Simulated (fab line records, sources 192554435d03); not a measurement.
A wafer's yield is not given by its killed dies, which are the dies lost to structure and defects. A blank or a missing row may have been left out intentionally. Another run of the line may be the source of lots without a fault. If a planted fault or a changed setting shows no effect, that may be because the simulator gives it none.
fab line records -- flow n5_finfet
record lots=5, wafers=15, last_day=18
route steps=1938 shown BEOL_M5@1174 BEOL_M6@1194 PASSIVATION@1936
lots that met no fault: taken from a fault-free run of the same line
start_h: hours from the record's opening day to when the first of the lot's shown wafers began -- wait_h: how many hours have passed since the lot's step before this one -- " the same as in the row above -- L1.1+2: several wafers, shown together as one row -- - no value, or no start given -- * or withheld: withheld -- < > ~ a bound
route shown NAME@n: NAME is a module with steps in the file, n the number in the route of the first one -- usual: mean/standard deviation of fault-free wafers -- same: alike in all rows -- chamber/n: place in a boat -- sites: the reading at each site -- _std_site: the standard deviation of these -- _edge_site: the outer-site mean with the inner-site mean subtracted -- radius_mm: how far each site lies from the wafer's centre -- mask NAME#n: copy n -- behind: the last tool/chamber to shape the wafer -- hold: why the lot was held/for how many hours/how that ended -- device: whichever transistor did not switch (one of n, p or np) -- end of line: tests run on the same wafers once the route is complete -- a step without rows: its recipe alone -- killed: count of dies lost to structure and defects at first sort (not the wafer's yield) -- map: dies across one wafer; x = killed, . = not, _ = none there
set.NAME: the run value of the setting; set.NAME@STEP: its run value at that earlier step -- model.NAME: the simulator's own value behind a step, which no gauge read
lots seen at some steps along the route; tables by step, rows by wafer
services: from which hour (start_h, from the record's first day; less than 0 if before it) a tool's chamber was out of use, for how many hours, and why
## steps
# step N5_BEOL_M5_CVD_47
# recipe material=Co, target_thk_a=30, temp_c=withheld, precursor=CCTBA/H2, pressure_torr=30, time_s=216
# step N5_BEOL_M5_SPUTTER_48
# recipe material=Cu, target_thk_a=150, temp_c=-20, chamber_pressure_pa=0.07, power_w=withheld, time_s=27.62
# step N5_BEOL_M5_ANNEAL_49
# recipe temp_c=400, time_s=1800, ambient=vacuum
# step N5_BEOL_M5_SPUTTER_81
# recipe material=Cu, target_thk_a=150, temp_c=-20, chamber_pressure_pa=0.07, power_w=withheld, time_s=27.62
# step N5_BEOL_M5_ANNEAL_82
# recipe temp_c=400, time_s=1800, ambient=vacuum
# usual heater_power_w=815/100
lot.wafer,tool,chamber,start_h,wait_h,heater_power_w
L858.1,pvd_sputter-03,-,217.82,0.0,831
L858.5,pvd_sputter-03,-,217.82,0.0,861
L858.6,pvd_sputter-03,-,217.82,0.0,850
L860.2,pvd_sputter-02,-,232.41,0.0,763
L860.3,pvd_sputter-02,-,232.41,0.0,759
L860.5,pvd_sputter-02,-,232.41,0.0,778
L868.3,pvd_sputter-03,-,275.57,0.0,816
L868.5,pvd_sputter-03,-,275.57,0.0,864
L868.6,pvd_sputter-03,-,275.57,0.0,907
L871.4,pvd_sputter-02,-,293.76,0.0,752
L871.5,pvd_sputter-02,-,293.76,0.0,761
L871.6,pvd_sputter-02,-,293.76,0.0,783
L875.3,pvd_sputter-01,-,326.90,0.0,953
L875.4,pvd_sputter-01,-,326.90,0.0,704
L875.6,pvd_sputter-01,-,326.90,0.0,719
# step N5_BEOL_M5_SPUTTER_83
# recipe material=Cu, target_thk_a=150, temp_c=-20, chamber_pressure_pa=0.07, power_w=withheld, time_s=27.62
# step N5_BEOL_M5_ANNEAL_84
# recipe temp_c=400, time_s=1800, ambient=vacuum
# step N5_BEOL_M5_SPUTTER_88
# recipe material=Cu, target_thk_a=150, temp_c=-20, chamber_pressure_pa=0.07, power_w=withheld, time_s=27.62
# step N5_BEOL_M5_ANNEAL_89
# recipe temp_c=400, time_s=1800, ambient=vacuum
# step N5_BEOL_M5_SPUTTER_90
# recipe material=Cu, target_thk_a=45, temp_c=-20, chamber_pressure_pa=0.07, power_w=withheld, time_s=8.29
# step N5_BEOL_M5_ECD_50
# recipe material=Cu, target_thk_a=3000
# step N5_BEOL_M5_ANNEAL_51
# recipe temp_c=225, time_s=90, ambient=N2
# usual anneal_temp_c=225.04/0.2, anneal_temp_c_max=226.3/0.61, wafer_temp_C_max=225.9/0.31
lot.wafer,tool,chamber,start_h,wait_h,anneal_temp_c,anneal_temp_c_max,wafer_temp_C_max
L858.1,rtp_anneal-01,0,223.12,2.0,224.85,226.7,225.7
L858.5,rtp_anneal-01,0,223.12,2.0,225.15,227.3,225.6
L858.6,rtp_anneal-01,0,223.12,2.0,225.07,226.6,225.7
L860.2,rtp_anneal-02,0,235.93,0.2,224.96,225.7,225.9
L860.3,rtp_anneal-02,0,235.93,0.2,224.97,225.7,225.7
L860.5,rtp_anneal-02,0,235.93,0.2,224.83,225.4,225.5
L868.3,rtp_anneal-01,0,279.04,0.1,224.66,226.2,225.7
L868.5,rtp_anneal-01,0,279.04,0.1,225.19,227.3,225.6
L868.6,rtp_anneal-01,0,279.04,0.1,225.01,226.7,225.7
L871.4,rtp_anneal-02,0,297.29,0.2,225.03,225.6,226.5
L871.5,rtp_anneal-02,0,297.29,0.2,225.27,225.9,226.1
L871.6,rtp_anneal-02,0,297.29,0.2,224.96,225.7,225.9
L875.3,rtp_anneal-02,0,330.78,0.1,225.20,225.9,225.8
L875.4,rtp_anneal-02,0,330.78,0.1,225.16,226.0,225.7
L875.6,rtp_anneal-02,0,330.78,0.1,225.12,225.8,226.1
# step N5_BEOL_M5_CMP_52
# recipe stop_on=SiCOH_lowk, t_overpolish_s=6.9, down_force_psi=1, platen_rpm=50, clearing_platen_down_force_psi=1.5, clearing_platen_rpm=50, post_cmp_clean=cu_alkaline, target_thk_nm=62, clearing_platen_pad_velocity_m_s=0.99484, pad_velocity_m_s=0.99484
# usual barrier_field_endpoint_s=24.6/0.55, motor_current_A=6.0/0.76, overpolish_run_s=6.900/0.0089, time_to_endpoint_s=62.0/2.7
lot.wafer,tool,chamber,start_h,wait_h,barrier_field_endpoint_s,motor_current_A,overpolish_run_s,time_to_endpoint_s
L858.1,cmp-03,2,223.53,0.4,24.2,5.9,6.880,63.7
L858.6,cmp-03,3,223.53,0.4,24.3,8.2,6.906,58.9
L858.5,cmp-03,0,223.53,0.4,24.1,5.7,6.897,60.0
L860.3,cmp-02,1,236.24,0.2,24.1,6.4,6.911,58.1
L860.2,cmp-02,2,236.24,0.2,24.4,5.6,6.903,59.8
L860.5,cmp-02,1,236.24,0.2,25.2,6.3,6.904,59.5
L868.3,cmp-02,1,279.25,0.2,24.8,6.5,6.902,59.8
L868.5,cmp-02,1,279.25,0.2,24.1,6.6,6.894,59.7
L868.6,cmp-02,2,279.25,0.2,24.5,5.1,6.919,58.7
L871.4,cmp-03,0,297.46,0.1,24.9,5.7,6.910,62.2
L871.6,cmp-03,0,297.46,0.1,25.1,5.2,6.901,64.4
L871.5,cmp-03,1,297.46,0.1,24.4,5.8,6.895,61.8
L875.4,cmp-01,0,331.03,0.2,25.0,5.9,6.888,61.3
L875.3,cmp-01,1,331.03,0.2,25.1,5.9,6.909,61.9
L875.6,cmp-01,0,331.03,0.2,25.3,5.9,6.900,62.7
# step N5_BEOL_M5_PRE_CLEAN_77
# recipe gas=NH3/H2, time_s=15, temp_c=*, rf_power_w=300
# step N5_BEOL_M5_CO_CAP_78
# recipe material=Co, target_thk_a=20, temp_c=200, precursor=CCTBA/H2, pressure_torr=30, time_s=102.1
# usual heater_power_w=237/26
lot.wafer,tool,chamber,start_h,wait_h,heater_power_w
L858.1,cvd_co-02,2,223.79,0.0,240
L858.5,cvd_co-02,0,223.79,0.0,247
L858.6,cvd_co-02,1,223.79,0.0,237
L860.2,cvd_co-01,2,236.60,0.0,230
L860.3,cvd_co-01,1,236.60,0.0,274
L860.5,cvd_co-01,1,236.60,0.0,277
L868.3,cvd_co-01,0,279.63,0.0,195
L868.5,cvd_co-01,2,279.63,0.0,226
L868.6,cvd_co-01,0,279.63,0.0,191
L871.4,cvd_co-02,2,297.88,0.0,249
L871.5,cvd_co-02,0,297.88,0.0,260
L871.6,cvd_co-02,1,297.88,0.0,238
L875.3,cvd_co-02,0,331.36,0.0,238
L875.4,cvd_co-02,2,331.36,0.0,245
L875.6,cvd_co-02,0,331.36,0.0,252
# step N5_BEOL_M5_PRE_CLEAN_55
# recipe gas=NH3, time_s=15, temp_c=withheld, rf_power_w=300
# step N5_BEOL_M5_DEP_56
# recipe material=SiCN, target_thk_a=80, temp_c=withheld, precursor=3MS/NH3, pressure_torr=3, rf_w=202, time_s=14
# step N5_BEOL_M5_INSPECT_58
# recipe inspect_instrument=darkfield, mode=post_dep
# usual raw_defect_count=63/18
lot.wafer,tool,chamber,start_h,wait_h,raw_defect_count
L858.1,defect_inspect-01,-,224.00,0.0,77
L858.5,defect_inspect-01,-,224.00,0.0,81
L858.6,defect_inspect-01,-,224.00,0.0,50
L860.2,defect_inspect-02,-,236.81,0.0,64
L860.3,defect_inspect-02,-,236.81,0.0,69
L860.5,defect_inspect-02,-,236.81,0.0,44
L868.3,defect_inspect-02,-,279.85,0.0,57
L868.5,defect_inspect-02,-,279.85,0.0,51
L868.6,defect_inspect-02,-,279.85,0.0,433
L871.4,defect_inspect-02,-,298.06,0.0,55
L871.5,defect_inspect-02,-,298.06,0.0,75
L871.6,defect_inspect-02,-,298.06,0.0,76
L875.3,defect_inspect-01,-,331.60,0.0,68
L875.4,defect_inspect-01,-,331.60,0.0,57
L875.6,defect_inspect-01,-,331.60,0.0,34
# step N5_BEOL_M6_ILD_DEP_00
# recipe material=SiCOH_lowk, target_thk_a=1797.5, temp_c=300, precursor=DEMS/porogen, pressure_torr=5, rf_w=500, time_s=33.4
# step N5_BEOL_M6_CURE_74
# recipe temp_c=385, time_s=240, ambient=He/Ar, material=SiCOH_lowk
# usual lamp_power_pct=52.31/0.052, wafer_temp_C_max=386.8/0.67
lot.wafer,tool,chamber,start_h,wait_h,lamp_power_pct,wafer_temp_C_max
L858.1,uv_cure-02,1,224.10,0.0,52.31,386.8
L858.5,uv_cure-02,1,224.10,0.0,52.28,387.5
L858.6,uv_cure-02,1,224.10,0.0,52.32,387.5
L860.2,uv_cure-02,2,236.99,0.1,52.27,385.9
L860.3,uv_cure-02,2,236.99,0.1,52.25,385.9
L860.5,uv_cure-02,2,236.99,0.1,52.33,386.4
L868.3,uv_cure-03,2,280.82,0.9,52.29,386.8
L868.5,uv_cure-03,2,280.82,0.9,52.39,386.3
L868.6,uv_cure-03,2,280.82,0.9,52.30,386.2
L871.4,uv_cure-03,0,298.41,0.3,52.35,386.4
L871.5,uv_cure-03,0,298.41,0.3,52.31,386.4
L871.6,uv_cure-03,0,298.41,0.3,52.29,386.9
L875.3,uv_cure-01,0,331.91,0.2,52.30,386.7
L875.4,uv_cure-01,0,331.91,0.2,52.33,386.1
L875.6,uv_cure-01,0,331.91,0.2,52.34,386.5
# step N5_BEOL_M6_THK_MEAS_01
# recipe reads=SiCOH_lowk_of_BEOL_M6_ILD_DEP_00
# usual M6_ILD_THK=156.0/2
lot.wafer,tool,chamber,start_h,wait_h,M6_ILD_THK[nm]
L858.1,film_metro-01,-,224.61,0.4,153.1
L858.5,film_metro-01,-,224.61,0.4,157.6
L858.6,film_metro-01,-,224.61,0.4,156.7
L860.2,film_metro-02,-,237.42,0.4,152.4
L860.3,film_metro-02,-,237.42,0.4,154.9
L860.5,film_metro-02,-,237.42,0.4,156.9
L868.3,film_metro-02,-,281.17,0.3,153.7
L868.5,film_metro-02,-,281.17,0.3,157.5
L868.6,film_metro-02,-,281.17,0.3,156.8
L871.4,film_metro-02,-,298.68,0.2,156.5
L871.5,film_metro-02,-,298.68,0.2,155.1
L871.6,film_metro-02,-,298.68,0.2,156.7
L875.3,film_metro-02,-,332.26,0.3,157.4
L875.4,film_metro-02,-,332.26,0.3,156.6
L875.6,film_metro-02,-,332.26,0.3,156.1
# step N5_BEOL_M6_PECVD_70
# recipe material=SiO2, target_thk_a=200, temp_c=400, precursor=TEOS/O2, pressure_torr=5.5, rf_w=450, teos_flow_sccm=53.8, gas=O2, flow_sccm=3000, time_s=22.7
# step N5_BEOL_M6_HM_DEP_02
# recipe material=TiN, target_thk_a=200, temp_c=25, chamber_pressure_pa=0.49996
# step N5_BEOL_M6_COAT_59
# recipe resist=SOC, temp_c=250, time_s=60, spin_rpm=1500, resist_thk_nm=100
# step N5_BEOL_M6_COAT_60
# recipe resist=SiARC, temp_c=220, time_s=60, spin_rpm=1500, resist_thk_nm=35
# step N5_BEOL_M6_COAT_05
# recipe resist=CAR-ArF, spin_rpm=1500, resist_thk_nm=90
# step N5_BEOL_M6_EBR_07
# recipe solvent=PGMEA, ebr_width_mm=1.5
# step N5_BEOL_M6_SOFTBAKE_06
# recipe temp_c=110, time_s=60, resist=CAR-ArF
# step N5_BEOL_M6_EXPOSE_08
# recipe mask_id=M6, na=1.35, source_shape=dipole, sigma_inner=0.817, sigma_outer=0.97, polarization=te, dose_mj=68.25
# step N5_BEOL_M6_PEB_09
# recipe peb_temp_c=withheld, peb_time_s=60, resist=CAR-ArF
# step N5_BEOL_M6_DEVELOP_10
# recipe develop_time_s=30, developer=TMAH, resist=CAR-ArF, rinse_liquid=diw, dry=air_spin, dev_temp_c=23
# step N5_BEOL_M6_CD_MEAS_11
# recipe target_cd_nm=38.5, landing_energy_ev=500, detector=se_inlens, polarity=opening
# usual cd_nm=38.5/0.4
lot.wafer,tool,chamber,start_h,wait_h,cd_nm
L858.1,cd_sem-03,0,226.06,-,38.5
L858.5,cd_sem-03,0,226.06,-,38.0
L858.6,cd_sem-03,0,226.06,-,38.0
L860.2,cd_sem-03,0,239.88,-,38.5
L860.3,cd_sem-03,0,239.88,-,38.9
L860.5,cd_sem-03,0,239.88,-,38.4
L868.3,cd_sem-03,0,283.02,-,38.4
L868.5,cd_sem-03,0,283.02,-,38.0
L868.6,cd_sem-03,0,283.02,-,39.1
L871.4,cd_sem-02,0,302.92,-,38.8
L871.5,cd_sem-02,0,302.92,-,38.2
L871.6,cd_sem-02,0,302.92,-,39.1
L875.3,cd_sem-02,0,333.73,-,39.0
L875.4,cd_sem-02,0,333.73,-,38.8
L875.6,cd_sem-02,0,333.73,-,38.3
# step N5_BEOL_M6_OVL_MEAS_12
# recipe points_per_wafer=44
# usual M6_OVL=-0.5/0.79
lot.wafer,tool,chamber,start_h,wait_h,M6_OVL[nm]
L858.1,overlay-01,0,226.09,0.0,-0.2
L858.5,overlay-01,0,226.09,0.0,-0.4
L858.6,overlay-01,0,226.09,0.0,-0.5
L860.2,overlay-02,0,239.91,0.0,0.4
L860.3,overlay-02,0,239.91,0.0,-0.5
L860.5,overlay-02,0,239.91,0.0,-0.7
L868.3,overlay-01,0,283.04,0.0,-2.1
L868.5,overlay-01,0,283.04,0.0,-0.8
L868.6,overlay-01,0,283.04,0.0,-0.9
L871.4,overlay-01,0,302.95,0.0,0.1
L871.5,overlay-01,0,302.95,0.0,-0.3
L871.6,overlay-01,0,302.95,0.0,0.5
L875.3,overlay-02,0,333.75,0.0,-0.8
L875.4,overlay-02,0,333.75,0.0,-1.1
L875.6,overlay-02,0,333.75,0.0,-0.3
# step N5_BEOL_M6_INSPECT_13
# recipe mode=adi, inspect_instrument=brightfield
# usual raw_defect_count=391/85
lot.wafer,tool,chamber,start_h,wait_h,raw_defect_count
L858.1,defect_inspect-02,-,226.12,0.0,416
L858.5,defect_inspect-02,-,226.12,0.0,383
L858.6,defect_inspect-02,-,226.12,0.0,328
L860.2,defect_inspect-02,-,239.93,0.0,636
L860.3,defect_inspect-02,-,239.93,0.0,546
L860.5,defect_inspect-02,-,239.93,0.0,334
L868.3,defect_inspect-02,-,283.07,0.0,384
L868.5,defect_inspect-02,-,283.07,0.0,324
L868.6,defect_inspect-02,-,283.07,0.0,690
L871.4,defect_inspect-01,-,302.97,0.0,416
L871.5,defect_inspect-01,-,302.97,0.0,450
L871.6,defect_inspect-01,-,302.97,0.0,375
L875.3,defect_inspect-01,-,333.78,0.0,362
L875.4,defect_inspect-01,-,333.78,0.0,240
L875.6,defect_inspect-01,-,333.78,0.0,234
# step N5_BEOL_M6_DESCUM_16
# recipe chemistry=O2, time_s=7.9, source_power_w=50, bias_power_w=20, pressure_mtorr=20, rf_frequency_hz=2.712e+07, temp_c=40, resist=CAR-ArF, o2_flow_sccm=225
# step N5_BEOL_M6_ETCH_61
# recipe chemistry=CF4, target=SiARC, target_depth_a=455, mask_material=CAR-ArF, time_s=75.8, ion_energy_ev=80, pressure_mtorr=40, source_w=545, bias_w=36, Ar_flow_sccm=100, cf4_flow_sccm=100, ends=cleared
# step N5_BEOL_M6_ETCH_62
# recipe chemistry=N2/H2, target=SOC, target_depth_a=1100, overetch_a=220, mask_material=SiARC, temp_c=40, time_s=165, ion_energy_ev=200, pressure_mtorr=30, source_w=840, bias_w=150, n2_flow_sccm=200, h2_flow_sccm=200
# usual chamber_pressure_mTorr=29.999/0.029, drypump_motor_current_A=5.8/0.35, oes_product_au=0.68/0.06, rf_vpp_V=523.4/2.9, showerhead_plenum_p_Torr=2.53/0.095, throttle_valve_pct=17.82/0.27
lot.wafer,tool,chamber,start_h,wait_h,chamber_pressure_mTorr,drypump_motor_current_A,oes_product_au,rf_hours_counter_h,rf_vpp_V,showerhead_plenum_p_Torr,throttle_valve_pct
L858.1,rie_diel-03,1,226.24,0.0,30.033,6.3,0.76,26,522.9,2.49,17.46
L858.5,rie_diel-03,3,226.24,0.0,30.005,5.9,0.64,-,520.8,2.43,18.16
L858.6,rie_diel-03,0,226.24,0.0,29.987,5.1,0.76,-,521.2,2.49,17.71
L860.2,rie_diel-01,1,240.06,0.0,29.974,5.9,0.57,248,522.1,2.51,17.89
L860.3,rie_diel-01,3,240.06,0.0,30.010,5.7,0.63,140,521.1,2.44,18.04
L860.5,rie_diel-01,0,240.06,0.0,29.985,6.1,0.68,-,521.8,2.45,17.60
L868.3,rie_diel-01,0,283.32,0.0,29.980,6.1,0.67,139,520.7,2.44,17.64
L868.5,rie_diel-01,2,283.32,0.0,30.000,6.2,0.59,-,521.5,2.50,17.86
L868.6,rie_diel-01,3,283.32,0.0,29.970,5.7,0.63,-,521.9,2.44,18.07
L871.4,rie_diel-04,3,303.45,0.0,30.021,5.6,0.67,78,526.7,2.67,17.86
L871.5,rie_diel-04,0,303.45,0.0,30.037,5.5,0.68,-,520.7,2.45,17.52
L871.6,rie_diel-04,3,303.45,0.0,29.996,5.7,0.67,-,526.3,2.67,17.85
L875.3,rie_diel-03,2,333.90,0.0,30.058,5.5,0.62,199,526.3,2.63,18.20
L875.4,rie_diel-03,3,333.90,0.0,30.037,5.9,0.61,-,520.9,2.41,18.22
L875.6,rie_diel-03,1,333.90,0.0,29.986,6.3,0.71,-,522.4,2.48,17.52
# step N5_BEOL_M6_STRIP_68
# recipe chemistry=N2/H2, temp_c=40, n2_flow_sccm=200, h2_flow_sccm=200, rf_frequency_hz=6e+07
# step N5_BEOL_M6_STRIP_67
# recipe chemistry=CF4, resist=SiARC, power_w=300, bias_power_w=75, pressure_mtorr=50, cf4_flow_sccm=150, rf_frequency_hz=6e+07
# step N5_BEOL_M6_HM_OPEN_17
# recipe chemistry=Cl2/BCl3, target_depth_a=200, overetch_a=60, target=TiN, mask_material=SOC, ion_energy_ev=150, pressure_mtorr=10, icp_w=1000, bias_w=126, Cl2_flow_sccm=53.25, bcl3_flow_sccm=21.75, Ar_flow_sccm=25
# step N5_BEOL_M6_INSPECT_30
# recipe mode=adi, inspect_instrument=brightfield
# usual raw_defect_count=406/94
lot.wafer,tool,chamber,start_h,wait_h,raw_defect_count
L858.1,defect_inspect-02,-,228.45,0.1,444
L858.5,defect_inspect-02,-,228.45,0.1,417
L858.6,defect_inspect-02,-,228.45,0.1,341
L860.2,defect_inspect-02,-,241.81,0.0,660
L860.3,defect_inspect-02,-,241.81,0.0,569
L860.5,defect_inspect-02,-,241.81,0.0,329
L868.3,defect_inspect-02,-,285.84,0.0,373
L868.5,defect_inspect-02,-,285.84,0.0,332
L868.6,defect_inspect-02,-,285.84,0.0,703
L871.4,defect_inspect-02,-,305.92,0.0,481
L871.5,defect_inspect-02,-,305.92,0.0,530
L871.6,defect_inspect-02,-,305.92,0.0,435
L875.3,defect_inspect-02,-,334.80,0.0,419
L875.4,defect_inspect-02,-,334.80,0.0,265
L875.6,defect_inspect-02,-,334.80,0.0,275
# step N5_PASSIVATION_PROBE_49
# usual defect_limited_yield=91.2/1.5, killed_at_M0_to_M3=32/9.6, killed_at_M4_up=13/5.3, killed_at_contacts=13/6.7, killed_at_front_end=42/11, killed_at_other=3.8/2.9, killed_dies=103/17, killed_on_rim=14/4.4, killed_open=67/13, killed_short=35/7.9, sort_bin_5_function=5.2/0.94, sort_bin_6_memory=3.3/0.64, sort_n_pass=1077/17, sort_yield_pct=91.2/1.5
# same gross_dies=1180, killed_at_back_side=0, sort_bin_4_leakage[%]=0, sort_bin_8_speed[%]=0
lot.wafer,tool,chamber,start_h,wait_h,defect_limited_yield[%],killed_at_M0_to_M3,killed_at_M4_up,killed_at_contacts,killed_at_front_end,killed_at_other,killed_dies,killed_on_rim,killed_open,killed_short,sort_bin_5_function[%],sort_bin_6_memory[%],sort_n_pass,sort_yield_pct[%]
L868.6,prober-02,-,369.25,0.3,69.3,16,289,5,50,2,362,40,41,37,17.1,11.8,818,69.3
# killed by level:class
L868.6 BEOL_M5:unspecified=284 FIN_SAQP:geometric_particle:short=11 STI_FIN_REVEAL:geometric_particle:open=11 FIN_SAQP:geometric_particle:open=9 ILD0:geometric_particle:short=5 GATE_CUT:geometric_particle:short=5 MOL_CONTACT_COAG:geometric_particle:open=5 BEOL_M0_SAQP:geometric_particle:short=5
# map L868.6 (x killed, . not)
_________________x......x..x.________________
______________......xxx.....x.x._____________
___________.x.............x.......x__________
__________.x.x......x.....x.xx..x.x._________
________..xx...x.xx..xx......x..x...xx_______
_______..x...x..x.xxx....x.xx.....x..x.______
______.x......xx.....x.x..x.xxx..xx....x_____
_____.x...xxx......x.............x..x....____
____.x.....x.x...xx.x.x............x......___
___x.x.xxx...xxx.x..x......x.....x...x.....__
___xx.....xx...xx...x..x.xxx..x..x...xx....__
__x...xx....x.x.x.......x.x.x.x.......x.x.xx_
__....x......xx.....xx.xx.x...x........x...x_
_...xx....xx...x.....x.xxx.xx...x......x.....
_....x...x...xx..x.xx..x.x...xx.x.x....x.x.x.
_x.........x..xx..x.xxx....x..x.x..x.x...xxx.
_...x...x..xxxx...x....x.xx.x.x.x.xx.xx......
_.x..xx......x....x......x...x.....xx..x.....
_xx............x.x..............x.x..xxxx....
_..x.xx.x.....x.x...x...x.xx.xx.......x......
_.....xx....x....x....xx..x....x.x....x...x..
__xx.x.........x..x........x...x..xxx.xxxx.._
__x..x.xx...xx...x.xxxx.x.x...x...x...x.xx.._
___....x.x.xx.x.x.xxx.x..x.x.xx.x..x...xx..__
___....x.xxxx....xxxxx.xxx.x.......x....x..__
____.x....x...xxx.xx.xxx...........x..x.x.___
_____..x................xx.x.x...........____
______xx...xx...xx.....xxx....x.xx....x._____
_______..x....x...x....x.xx.........x..______
________.....xx....x....x...x.x......._______
__________..x.x.x......xxxxx.xx..xx._________
___________x..x......x..x.xx.......__________
______________x...x........xx..._____________
_________________.x.......x.x________________
# map L860.2 (x killed, . not)
_________________....x.......________________
______________.x...............x_____________
___________..............x.....xxx.__________
__________.x.......x..........x....x_________
________....x.........x..x..x........._______
_______...............................x______
______.....x........x...........x......._____
_____.............x...xx.............x..x____
____....................................x.___
___................x.........x............x__
___....x.............x.x...................__
__........x.x................x..x.x.x....x.._
__......................x...x.......x...x..._
_.x..........................x.....x.........
_x.....x.....................................
_.....x................x..............x.x....
_......x.x..x.....x..........x...........x..x
_..........................x..x.x..x......x..
_.......x..x.x...x....x..x..x.....x.......x..
_...xx......................................x
_...x.................................x.....x
__x......................x...x.......x......_
__............x.....x...x.............x....._
___x..x.x........x........................x__
___x.....x...........x..x.x.xx.......x.....__
____...................................x..___
_____...x...x.....x...........x..x...x..x____
______...x..............x..............._____
_______xx....x.........................______
________....x.............x.x........._______
__________x...................x....._________
___________....................x...__________
______________x..........x......_____________
_________________......x...x.________________
## services
tool,chamber,start_h,hours,kind
cvd_co-01,-,201.25,2.8,pm
rie_diel-01,1,203.47,7.2,repair
cmp-02,-,205.70,5.9,pm
rie_diel-04,1,209.09,6.8,repair
rie_diel-03,2,212.85,15.3,repair
uv_cure-02,-,226.67,3.9,repair
rie_diel-04,-,240.08,14.6,pm
cvd_co-02,0,240.22,3.9,repair
cmp-03,-,243.11,0.5,repair
cmp-01,-,247.09,1.8,repair
cmp-02,-,247.15,4.0,pm
cmp-02,-,256.86,1.4,repair
uv_cure-02,-,260.12,44.8,repair
cvd_co-01,-,263.83,0.6,repair
cmp-01,-,268.50,4.0,pm
pvd_sputter-03,-,271.86,1.3,repair
uv_cure-01,-,273.69,22.2,pm
cmp-01,-,279.79,0.9,repair
cvd_co-01,-,301.80,14.6,pm
cmp-01,-,306.65,1.1,repair
cmp-02,-,326.83,0.7,repair
uv_cure-01,-,328.31,0.6,repair
cvd_co-02,1,333.33,-,clean
cvd_co-02,1,333.33,22.0,scheduled_down
## key
first_sign step=N5_BEOL_M5_INSPECT_58, reading=raw_defect_count, direction=up, sigmas=21, usual=63, struck=433
effect step=N5_BEOL_M6_INSPECT_13, reading=raw_defect_count, direction=up, sigmas=3.5, usual=391, struck=690
effect step=N5_BEOL_M6_INSPECT_30, reading=raw_defect_count, direction=up, sigmas=3.2, usual=406, struck=703
effect step=N5_PASSIVATION_PROBE_49, reading=killed_at_M4_up, direction=up, sigmas=52, usual=13, struck=289
more_kills_born_at N5_BEOL_M5_CMP_52@cmp-02=284
met_at N5_BEOL_M5_CMP_52
struck_wafers L868.6
onset_between 236.24 279.25
fault kind=chamber_particle_source, tool=cmp-02, chamber=2, onset_h=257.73, steps=N5_BEOL_M5_CMP_52, rate_per_visit_cm2=0.53588, end_h=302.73
